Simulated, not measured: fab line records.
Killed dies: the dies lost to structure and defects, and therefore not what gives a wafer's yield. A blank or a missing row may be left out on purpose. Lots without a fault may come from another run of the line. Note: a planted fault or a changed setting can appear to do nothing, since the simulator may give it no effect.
What tool caused it?	flow n5-finfet	Sampling: 24 lots, 72 wafers, 2 of 1938 route steps

## WHAT THE GAUGES READ, wafer by wafer
N5_BEOL_M3_OCD_MEAS_38. Usual: trench-depth-nm at 55.4 nm, with a standard deviation of 1.2.
lot	measured	on	trench-depth-nm (nm)	flag
L074	day 7 07:16	ocd-02	52.9 53.2 55.5	
L075	day 7 09:15	ocd-01	55.2 56.6 54.7	
L077	day 7 20:53	ocd-01	55.3 55.1 55.4	
L078	day 8 01:48	ocd-01	55.8 54.5 55.6	
L079	day 8 07:19	ocd-01	56.2 54.4 54.8	
L080	day 8 14:28	ocd-01	57.7 56.3 57.9	
L081	day 8 14:36	ocd-02	55.6 55.3 55.5	
L082	day 9 05:49	ocd-02	52.2 55.4 54.4	
L083	day 9 11:29	ocd-01	55.3 54.8 55.0	
L084	day 9 19:38	ocd-02	56.2 55.9 55.4	
L085	day 9 22:08	ocd-01	56.6 53.4 55.9	
L086	day 10 03:55	ocd-01	55.1 56.0 56.3	
L087	day 10 11:26	ocd-02	56.1 57.0 55.8	
L088	day 10 16:52	ocd-02	56.8 54.0 56.5	
L089	day 10 20:31	ocd-01	55.6 55.4 54.9	
L090	day 11 00:42	ocd-01	56.1 56.2 56.2	
L091	day 11 03:53	ocd-02	55.8 55.8 52.2	
L092	day 12 06:08	ocd-01	52.1 57.1 56.1	
L093	day 12 06:06	ocd-02	55.0 56.1 56.0	
L094	day 12 17:58	ocd-02	54.4 56.4 55.4	
L076	day 12 18:05	ocd-01	55.0 56.3 56.0	
L095	day 13 04:50	ocd-01	56.1 56.1 56.8	
L097	day 13 14:40	ocd-02	57.3 54.8 55.3	
L096	day 13 22:23	ocd-01	55.1 56.7 55.3	

## WHAT TOOL EACH LOT RAN ON (gives the tool, then ch and the chambers of the sampled wafers, and finally the start)
lot	N5_BEOL_M3_ALD_98
L074	ald-sin-04 ch 0,3, day 7 04:41
L075	ald-sin-02 ch 0,2, day 7 08:34
L077	ald-sin-04 ch 1,2,3, day 7 19:25
L078	ald-sin-04 ch 0,1,3, day 7 23:31
L079	ald-sin-03 ch 0,2,3, day 8 03:56
L080	ald-sin-04 ch 0,2,3, day 8 10:47
L081	ald-sin-04 ch 1,3, day 8 11:20
L082	ald-sin-02 ch 0,2,3, day 8 23:50
L083	ald-sin-04 ch 0,1, day 9 07:52
L084	ald-sin-04 ch 0,2, day 9 13:37
L085	ald-sin-04 ch 0,1,3, day 9 19:28
L086	ald-sin-02 ch 0,1,2, day 10 02:01
L087	ald-sin-02 ch 1,2, day 10 09:19
L088	ald-sin-02 ch 1,2, day 10 09:42
L089	ald-sin-03 ch 1,2,3, day 10 10:27
L090	ald-sin-02 ch 2,3, day 10 23:04
L091	ald-sin-03 ch 0,1,3, day 11 03:07
L092	ald-sin-02 ch 0,1,2, day 11 10:49
L093	ald-sin-02 ch 0,1,3, day 11 19:20
L094	ald-sin-02 ch 0,1,3, day 12 16:38
L076	ald-sin-03 ch 1,2,3, day 12 16:55
L095	ald-sin-02 ch 0,2, day 12 23:14
L097	ald-sin-04 ch 0,1,3, day 13 13:28
L096	ald-sin-04 ch 0,2,3, day 13 20:40
- N5_BEOL_M3_ALD_98: deposits SiO2, target thk 2.5 nm, pulse time 1 s, co reactant pulse time 1 s.

## AS READ BY THE TOOLS THEMSELVES (means over the sampled wafers that have a number; for cases with no such wafer, the mark the record gives instead)
N5_BEOL_M3_ALD_98. Usual: heater-power-w 80 W, standard deviation 7; precursor-pulse-height-rel 0.999, standard deviation 0.02.
lot	tool	heater-power-w (W)	precursor-pulse-height-rel	flag
L074	ald-sin-04	84	0.994	
L075	ald-sin-02	85	0.999	
L077	ald-sin-04	80	1.015	
L078	ald-sin-04	82	0.994	
L079	ald-sin-03	76	0.991	
L080	ald-sin-04	83	1.024	
L081	ald-sin-04	80	1.004	
L082	ald-sin-02	79	1.005	
L083	ald-sin-04	83	0.993	
L084	ald-sin-04	81	1.009	
L085	ald-sin-04	82	1.004	
L086	ald-sin-02	82	0.999	
L087	ald-sin-02	89	1.010	
L088	ald-sin-02	89	0.993	
L089	ald-sin-03	75	1.020	
L090	ald-sin-02	85	0.999	
L091	ald-sin-03	78	0.988	
L092	ald-sin-02	83	0.986	
L093	ald-sin-02	75	1.010	
L094	ald-sin-02	75	0.996	
L076	ald-sin-03	75	1.010	
L095	ald-sin-02	80	0.999	
L097	ald-sin-04	81	0.994	
L096	ald-sin-04	81	0.988	

## THE ANSWER, worked out from the rows above alone
Rule: a lot is off if the mean of its wafers that have a number lies more than 3 standard deviations from the usual mean. Also off: a lot with no number at a reading for which 4 or more lots have one. Where the step has rows for the other lots, those lots are counted as sound. After the gauges, taken in route order, come the tools' own readings; for these a lot's mean is taken, as printed above. At the first step where some lot is off, the reading lying furthest off is the one used; lots without a number count as furthest.
No lot is off at any reading shown: from this, nothing can be told.

## WHAT THE SIMULATOR PUT IN
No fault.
